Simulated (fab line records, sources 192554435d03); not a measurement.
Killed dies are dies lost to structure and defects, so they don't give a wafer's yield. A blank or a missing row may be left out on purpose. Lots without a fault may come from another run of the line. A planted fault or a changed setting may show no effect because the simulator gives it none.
Which tool did it? | flow n5_finfet | 12 lots, 36 wafers sampled, at 1 step of a route of 1938

WHAT THE GAUGES READ, wafer by wafer
N5_BEOL_M9_OVL_MEAS_12.
lot  | measured     | on         | M9_OVL (nm)
L076 | day 10 03:30 | overlay-01 | 2.0 1.0 0.5
L077 | day 10 14:37 | overlay-02 | 0.8 1.0 0.1
L079 | day 11 02:40 | overlay-02 | -1.2 -0.5 -0.8
L081 | day 11 19:05 | overlay-01 | -0.5 -1.3 -1.0
L082 | day 12 04:31 | overlay-01 | 0.6 -0.3 -0.1
L088 | day 13 04:56 | overlay-01 | -0.1 -0.4 -0.1
L086 | day 13 05:30 | overlay-01 | -0.9 0.8 0.8
L087 | day 13 11:34 | overlay-02 | -0.6 -0.3 0.8
L089 | day 13 18:28 | overlay-01 | 0.9 -0.6 -0.4
L094 | day 14 17:43 | overlay-01 | -1.1 -0.5 0.2
L095 | day 15 00:26 | overlay-01 | -0.7 -0.6 -0.3
L097 | day 15 15:08 | overlay-01 | 0.7 -1.0 0.2

WHICH TOOL RAN EACH LOT (tool, then ch and the chambers of the sampled wafers, then the start)
The record holds no process step before these readings.

THE ANSWER, worked out from the rows above alone
Rule: what is usual is taken from the lots themselves. Put in order of their means at a reading, lots are off if they are a third of the lots or fewer, leave a main group of 4 or more, and stand apart from it by a gap of 3 or more times the standard deviation of the main group's means; of several such gaps the widest counts. A main group whose means are all the same, to the digits that the tables above print for the reading, isn't used. A lot without any number at a reading at which 4 lots or more have one is off too. The other lots that the step has rows for count as sound.
No lot is off at any reading shown: from this, nothing can be told.

WHAT THE SIMULATOR HAD PUT IN
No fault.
